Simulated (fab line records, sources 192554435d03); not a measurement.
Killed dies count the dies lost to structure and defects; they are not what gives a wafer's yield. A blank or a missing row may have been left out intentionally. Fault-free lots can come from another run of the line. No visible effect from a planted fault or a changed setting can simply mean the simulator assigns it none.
fab line records ; flow n5-finfet
[record] lots = 7; wafers = 21; last-day = 19
route steps=1938 shown BEOL_M7@1283
lots that met no fault: from a run of the same line without faults
start-h: hours from the record's opening day to when the first of the lot's shown wafers began ; wait-h: hours from the lot's prior step to this one ; " the same as in the row above ; L1.1+2: several wafers, shown together as one row ; - either no value or no given start ; * or withheld: withheld ; < > ~ a bound
route shown NAME@n: NAME is a module with steps in the file, n the number in the route of the first one ; usual: mean/standard deviation of fault-free wafers ; same: alike in all rows ; chamber/n: place in a boat ; sites: readings site by site ; _std_site: standard deviation of those values ; _edge_site: inner sites' mean taken away from outer sites' mean ; radius-mm: for every site, how far away it sits from the centre of the wafer ; mask NAME#n: copy n ; behind: the most recent tool/chamber to have shaped the wafer ; hold: cause of the lot's hold/its duration in hours/its outcome ; device: names the non-switching transistor (n, p or np) ; end of line: the same wafers' tests at the end of the route ; a step without rows: its recipe alone ; killed: dies lost to structure and defects at the first sort, not the wafer's yield ; map: per-die view of a wafer (x killed, . not killed, _ where there is no die)
set.NAME: the run value of the setting; set.NAME@STEP: its run value at that earlier step ; model.NAME: the simulator's own value behind a step, which no gauge read
lots at selected steps of the route; one table per step, one row per wafer
services: from which hour (start-h, from the record's first day; less than 0 if before it) a tool's chamber was out of use, for how many hours, and why
[[steps]]
[step N5_BEOL_M7_STRIP_67]
[recipe] chemistry = CF4; resist = SiARC; power-w = 300; bias-power-w = 75; pressure-mtorr = 50; cf4-flow-sccm = 150; rf-frequency-hz = 6e+07
[usual] drypump-motor-current-A = 5.59/0.29; oes-product-au = 0.76/0.073; rf-vpp-V = 271.5/1.5; showerhead-plenum-p-Torr = 1.81/0.05; throttle-valve-pct = 13.81/0.24
lot.wafer;tool;chamber;start-h;wait-h;drypump-motor-current-A;oes-product-au;rf-hours-counter-h;rf-vpp-V;showerhead-plenum-p-Torr;throttle-valve-pct
L392.1;rie-diel-01;1;203.50;0.0;5.99;0.75;188;270.0;1.77;13.84
L392.4;rie-diel-01;0;203.50;0.0;5.75;0.71;193;269.1;1.79;13.85
L392.6;rie-diel-01;0;203.50;0.0;5.75;0.72;-;270.9;1.79;13.83
L405.1;rie-diel-03;2;304.86;0.0;5.37;0.73;179;270.8;1.78;13.94
L405.3;rie-diel-03;3;304.86;0.0;5.44;0.71;230;270.4;1.78;14.05
L405.4;rie-diel-03;1;304.86;0.0;5.95;0.87;32;273.2;1.89;13.52
L404.3;rie-diel-02;1;307.79;0.0;5.61;0.71;219;272.8;1.84;13.84
L404.4;rie-diel-02;3;307.79;0.0;5.04;0.89;52;272.4;1.90;13.65
L404.5;rie-diel-02;0;307.79;0.0;5.80;0.82;-;269.9;1.76;13.37
L408.1;rie-diel-02;1;311.09;0.0;5.59;0.70;220;270.8;1.84;13.85
L408.2;rie-diel-02;0;311.09;0.0;5.79;0.82;86;270.3;1.76;13.36
L408.5;rie-diel-02;1;311.09;0.0;5.58;0.71;-;272.9;1.84;13.85
L409.1;rie-diel-02;1;336.21;0.0;5.59;0.70;229;272.8;1.84;13.88
L409.2;rie-diel-02;2;336.21;0.0;5.62;0.69;238;270.9;1.78;14.05
L409.3;rie-diel-02;3;336.21;0.0;5.04;0.87;61;274.9;1.90;13.67
L411.4;rie-diel-02;1;366.79;0.0;5.58;0.69;240;272.3;1.83;13.89
L411.5;rie-diel-02;2;366.79;0.0;5.66;0.68;-;270.2;1.78;14.08
L411.6;rie-diel-02;3;366.79;0.0;5.01;0.85;-;271.9;1.89;13.70
L414.2;rie-diel-01;2;370.76;0.0;5.49;0.69;234;273.9;1.85;14.18
L414.3;rie-diel-01;1;370.76;0.0;6.06;0.70;247;269.8;1.76;13.97
L414.4;rie-diel-01;1;370.76;0.0;6.06;0.70;-;270.1;1.76;13.95
[step N5_BEOL_M7_HM_OPEN_17]
[recipe] chemistry = Cl2/BCl3; target-depth-a = 200; overetch-a = 60; target = TiN; mask-material = SOC; ion-energy-ev = 150; pressure-mtorr = 10; icp-w = 1000; bias-w = 126; Cl2_flow_sccm = 53.25; bcl3-flow-sccm = 21.75; Ar_flow_sccm = 25
[usual] bcl3-flow-sccm = 21.76/0.067; drypump-motor-current-A = 5.7/0.44; mfc-ar-sccm = 25.00/0.064; oes-product-au = 0.68/0.068; throttle-valve-pct = 22.02/0.21
lot.wafer;tool;chamber;start-h;wait-h;bcl3-flow-sccm;drypump-motor-current-A;mfc-ar-sccm;oes-product-au;rf-hours-counter-h;throttle-valve-pct
L392.1;rie-metal-02;0;203.54;0.0;21.61;5.4;25.08;0.72;16;22.15
L392.4;rie-metal-02;1;203.54;0.0;21.80;5.7;24.87;0.65;-;21.79
L392.6;rie-metal-02;0;203.54;0.0;21.72;5.4;25.04;0.73;-;22.15
L405.1;rie-metal-01;1;304.90;0.0;21.87;4.9;24.94;0.78;1;21.91
L405.3;rie-metal-01;1;304.90;0.0;21.78;4.9;24.97;0.79;-;21.91
L405.4;rie-metal-01;0;304.90;0.0;21.81;6.1;25.02;0.79;-;21.73
L404.3;rie-metal-02;1;307.86;0.1;21.72;5.7;24.99;0.65;-;21.79
L404.4;rie-metal-02;0;307.86;0.1;21.94;5.4;24.83;0.71;-;22.16
L404.5;rie-metal-02;1;307.86;0.1;21.71;5.7;24.86;0.65;-;21.79
L408.1;rie-metal-02;0;311.13;0.0;21.89;5.4;25.04;0.70;24;22.17
L408.2;rie-metal-02;1;311.13;0.0;21.70;5.7;25.01;0.64;50;21.83
L408.5;rie-metal-02;0;311.13;0.0;21.75;5.4;24.99;0.71;-;22.16
L409.1;rie-metal-02;1;336.25;0.0;21.72;5.7;25.02;0.64;54;21.81
L409.2;rie-metal-02;1;336.25;0.0;21.76;5.7;24.99;0.63;-;21.81
L409.3;rie-metal-02;1;336.25;0.0;21.74;5.8;25.03;0.64;-;21.79
L411.4;rie-metal-03;0;366.86;0.1;21.77;6.4;24.89;0.67;-;22.25
L411.5;rie-metal-03;1;366.86;0.1;21.88;5.5;25.10;0.71;-;21.93
L411.6;rie-metal-03;0;366.86;0.1;21.75;6.4;25.04;0.67;-;22.25
L414.2;rie-metal-03;1;370.80;0.0;21.67;5.5;24.85;0.70;28;21.91
L414.3;rie-metal-03;0;370.80;0.0;21.78;6.4;24.87;0.68;-;22.25
L414.4;rie-metal-03;1;370.80;0.0;21.59;5.5;25.04;0.70;-;21.92
[step N5_BEOL_M7_STRIP_19]
[recipe] chemistry = O2; power-w = 400; temp-c = 40; pressure-mtorr = 30; rf-frequency-hz = 6e+07; bias-power-w = 0; overash-fraction = 0.2; o2-flow-sccm = 225
[usual] drypump-motor-current-A = 5.60/0.28; oes-product-au = 0.76/0.078; rf-vpp-V = 3.6/0.58; showerhead-plenum-p-Torr = 2.12/0.067; throttle-valve-pct = 16.91/0.22
lot.wafer;tool;chamber;start-h;wait-h;drypump-motor-current-A;oes-product-au;rf-hours-counter-h;rf-vpp-V;showerhead-plenum-p-Torr;throttle-valve-pct
L392.1;rie-diel-02;3;203.65;0.1;5.05;0.94;24;3.7;2.25;16.79
L392.4;rie-diel-02;2;203.65;0.1;5.65;0.71;200;4.4;2.05;16.89
L392.6;rie-diel-02;1;203.65;0.1;5.61;0.72;-;3.3;2.17;16.92
L405.1;rie-diel-03;2;305.01;0.1;5.31;0.73;179;2.8;2.09;17.06
L405.3;rie-diel-03;0;305.01;0.1;5.42;0.73;209;3.7;2.09;16.88
L405.4;rie-diel-03;3;305.01;0.1;5.46;0.71;230;3.5;2.09;17.20
L404.3;rie-diel-02;0;307.94;0.1;5.77;0.82;85;2.8;2.05;16.40
L404.4;rie-diel-02;1;307.94;0.1;5.59;0.71;219;4.5;2.16;16.97
L404.5;rie-diel-02;1;307.94;0.1;5.60;0.71;-;4.3;2.16;16.97
L408.1;rie-diel-02;3;311.25;0.1;5.04;0.89;53;3.5;2.24;16.87
L408.2;rie-diel-02;2;311.25;0.1;5.66;0.68;230;3.9;2.04;16.94
L408.5;rie-diel-02;3;311.25;0.1;5.06;0.89;-;3.9;2.24;16.84
L409.1;rie-diel-02;1;336.55;0.3;5.62;0.70;229;3.3;2.16;16.99
L409.2;rie-diel-02;0;336.55;0.3;5.82;0.82;95;3.3;2.04;16.43
L409.3;rie-diel-02;3;336.55;0.3;5.02;0.88;62;4.3;2.24;16.87
L411.4;rie-diel-03;2;367.03;0.1;5.31;0.71;192;4.1;2.08;17.10
L411.5;rie-diel-03;2;367.03;0.1;5.33;0.71;-;4.1;2.08;17.09
L411.6;rie-diel-03;1;367.03;0.1;5.95;0.85;-;3.1;2.21;16.77
L414.2;rie-diel-01;2;370.91;0.1;5.51;0.69;234;3.9;2.14;17.15
L414.3;rie-diel-01;1;370.91;0.1;6.02;0.70;247;4.3;2.06;17.07
L414.4;rie-diel-01;1;370.91;0.1;6.07;0.70;-;3.4;2.06;17.06
[step N5_BEOL_M7_CD_MEAS_18]
[recipe] pitch-nm = 80; target-cd-nm = 40
[usual] cd-nm = 40.1/0.62
lot.wafer;tool;chamber;start-h;wait-h;cd-nm
L392.1;cd-sem-02;-;203.72;0.0;39.9
L392.4;cd-sem-02;-;203.72;0.0;40.2
L392.6;cd-sem-02;-;203.72;0.0;40.0
L405.1;cd-sem-03;-;305.08;0.0;39.7
L405.3;cd-sem-03;-;305.08;0.0;40.3
L405.4;cd-sem-03;-;305.08;0.0;39.3
L404.3;cd-sem-03;-;308.02;0.1;40.5
L404.4;cd-sem-03;-;308.02;0.1;40.6
L404.5;cd-sem-03;-;308.02;0.1;40.0
L408.1;cd-sem-01;-;311.32;0.0;40.9
L408.2;cd-sem-01;-;311.32;0.0;40.7
L408.5;cd-sem-01;-;311.32;0.0;41.0
L409.1;cd-sem-03;-;336.62;0.0;39.7
L409.2;cd-sem-03;-;336.62;0.0;39.9
L409.3;cd-sem-03;-;336.62;0.0;40.3
L411.4;cd-sem-02;-;367.10;0.1;39.7
L411.5;cd-sem-02;-;367.10;0.1;39.9
L411.6;cd-sem-02;-;367.10;0.1;39.8
L414.2;cd-sem-02;-;370.98;0.1;41.2
L414.3;cd-sem-02;-;370.98;0.1;40.5
L414.4;cd-sem-02;-;370.98;0.1;41.2
[step N5_BEOL_M7_COAT_63]
[recipe] resist = SOC; temp-c = 250; time-s = 60; spin-rpm = 1500; resist-thk-nm = 60
[step N5_BEOL_M7_COAT_64]
[recipe] resist = SiARC; temp-c = 220; time-s = 60; spin-rpm = 1500; resist-thk-nm = 12
[step N5_BEOL_M7_COAT_71]
[recipe] resist = underlayer; temp-c = 205; time-s = 60; spin-rpm = 1500; resist-thk-nm = 5
[step N5_BEOL_M7_COAT_22]
[recipe] resist = CAR-EUV; spin-rpm = 1500; resist-thk-nm = 30
[step N5_BEOL_M7_EBR_24]
[recipe] solvent = PGMEA; ebr-width-mm = 1.5
[step N5_BEOL_M7_SOFTBAKE_23]
[recipe] temp-c = 110; time-s = 60; resist = CAR-EUV
[step N5_BEOL_M7_EXPOSE_25]
[recipe] mask-id = V6; na = 0.33; source-shape = annular; sigma-inner = 0.4; sigma-outer = 0.8; polarization = unpolarized; target-cd-nm = 40; dose-mj = 42.5
[step N5_BEOL_M7_PEB_26]
[recipe] peb-temp-c = 100; peb-time-s = 60; resist = CAR-EUV
[step N5_BEOL_M7_DEVELOP_27]
[recipe] develop-time-s = 30; developer = TMAH; resist = CAR-EUV; rinse-liquid = surfactant-rinse; dry = air-spin; dev-temp-c = 23
[usual] chill-plate-temp-C = 22.98/0.098; develop-time-s = 30/0
lot.wafer;tool;chamber;start-h;wait-h;chill-plate-temp-C;develop-time-s;model.CAR-EUV_of_BEOL_M7_COAT_22.thk-nm
L392.1;litho-track-03;0;205.85;-;23.04;30;29.6
L392.4;litho-track-03;0;205.85;-;22.96;30;29.6
L392.6;litho-track-03;0;205.85;-;23.20;30;29.6
L405.1;litho-track-01;-;306.14;-;-;-;30.2
L405.3;litho-track-01;-;306.14;-;-;-;30
L405.4;litho-track-01;-;306.14;-;-;-;30
L404.3;litho-track-04;-;309.37;-;-;-;30
L404.4;litho-track-04;-;309.37;-;-;-;30.2
L404.5;litho-track-04;-;309.37;-;-;-;30.2
L408.1;litho-track-03;-;313.12;-;-;-;30
L408.2;litho-track-03;-;313.12;-;-;-;30
L408.5;litho-track-03;-;313.12;-;-;-;30
L409.1;litho-track-03;0;337.08;-;22.97;30;29.6
L409.2;litho-track-03;0;337.08;-;23.02;30;29.8
L409.3;litho-track-03;0;337.08;-;22.94;30;29.6
L411.4;litho-track-03;0;368.95;-;23.09;30;29.6
L411.5;litho-track-03;0;368.95;-;23.13;30;29.6
L411.6;litho-track-03;0;368.95;-;23.09;30;29.6
L414.2;litho-track-03;0;372.10;-;22.99;30;29.6
L414.3;litho-track-03;0;372.10;-;22.86;30;29.6
L414.4;litho-track-03;0;372.10;-;22.90;30;29.6
[step N5_BEOL_M7_CD_MEAS_28]
[recipe] target-cd-nm = 40; landing-energy-ev = 500; detector = se-inlens
[usual] cd-nm = 39.94/0.22
lot.wafer;tool;chamber;start-h;wait-h;cd-nm
L392.1;cd-sem-02;0;205.91;-;39.94
L392.4;cd-sem-02;0;205.91;-;40.06
L392.6;cd-sem-02;0;205.91;-;39.71
L405.1;cd-sem-03;0;306.21;-;-
L405.3;cd-sem-03;0;306.21;-;-
L405.4;cd-sem-03;0;306.21;-;-
L404.3;cd-sem-02;0;309.43;-;-
L404.4;cd-sem-02;0;309.43;-;-
L404.5;cd-sem-02;0;309.43;-;-
L408.1;cd-sem-02;0;313.18;-;-
L408.2;cd-sem-02;0;313.18;-;-
L408.5;cd-sem-02;0;313.18;-;-
L409.1;cd-sem-01;0;337.14;-;39.74
L409.2;cd-sem-01;0;337.14;-;39.97
L409.3;cd-sem-01;0;337.14;-;39.95
L411.4;cd-sem-02;0;369.01;-;40.38
L411.5;cd-sem-02;0;369.01;-;40.08
L411.6;cd-sem-02;0;369.01;-;40.14
L414.2;cd-sem-03;0;372.16;-;39.76
L414.3;cd-sem-03;0;372.16;-;39.74
L414.4;cd-sem-03;0;372.16;-;39.70
[[services]]
tool;chamber;start-h;hours;kind
rie-metal-01;-;238.53;0.7;repair
rie-diel-03;-;238.74;15.6;pm
rie-diel-02;-;241.28;5.4;repair
rie-metal-01;0;257.63;-;clean
rie-metal-01;0;257.63;19.7;scheduled-down
rie-metal-01;0;257.63;19.7;vent-cycle
rie-diel-03;0;260.05;1.3;repair
rie-metal-01;1;277.35;-;clean
rie-metal-01;1;277.35;10.3;scheduled-down
rie-metal-01;1;277.35;10.3;vent-cycle
rie-metal-01;-;308.64;2.8;pm
litho-track-04;-;315.92;-;consumable-replace:filter
litho-track-01;-;323.36;-;consumable-replace:filter
rie-diel-03;-;329.81;14.6;pm
rie-metal-02;0;330.54;9.5;repair
rie-diel-01;-;333.19;2.8;pm
litho-track-01;-;347.72;-;consumable-replace:filter
rie-metal-01;0;359.58;12.0;repair
rie-diel-02;2;368.90;-;clean
rie-diel-02;2;368.90;-;consumable-replace:focus-ring
rie-diel-02;2;368.90;14.5;scheduled-down
rie-diel-02;2;368.90;14.5;vent-cycle
[[key]]
[first-sign] step = N5_BEOL_M7_DEVELOP_27; reading = tool-record; direction = missing
effect none on later readings
[model-effect] step = N5_BEOL_M7_DEVELOP_27; value = CAR-EUV_of_BEOL_M7_COAT_22.thk-nm; without = 29.58; struck = 30.07
met-at N5_BEOL_M7_DEVELOP_27
struck-wafers L404.3,L404.4,L404.5,L405.1,L405.3,L405.4,L408.1,L408.2,L408.5
later-rows-left-out L404.3,L404.4,L404.5,L405.1,L405.3,L405.4,L408.1,L408.2,L408.5
sort-left-out L404.3,L404.4,L404.5,L405.1,L405.3,L405.4,L408.1,L408.2,L408.5
onset-between 205.85 306.14
[fault] kind = skipped-step-whole; tool = litho-track-01,litho-track-03,litho-track-04; chamber = -; onset-h = 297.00; steps = N5_BEOL_M7_DEVELOP_27; scope = struck-lots-only
// sort-left-out: the simulated sort isn't trusted on such a fault, so these wafers' sort isn't shown, and their yield isn't known
// later-rows-left-out: the simulator's readings of these wafers behind a module that went badly wrong aren't trusted and aren't shown, but for the sort
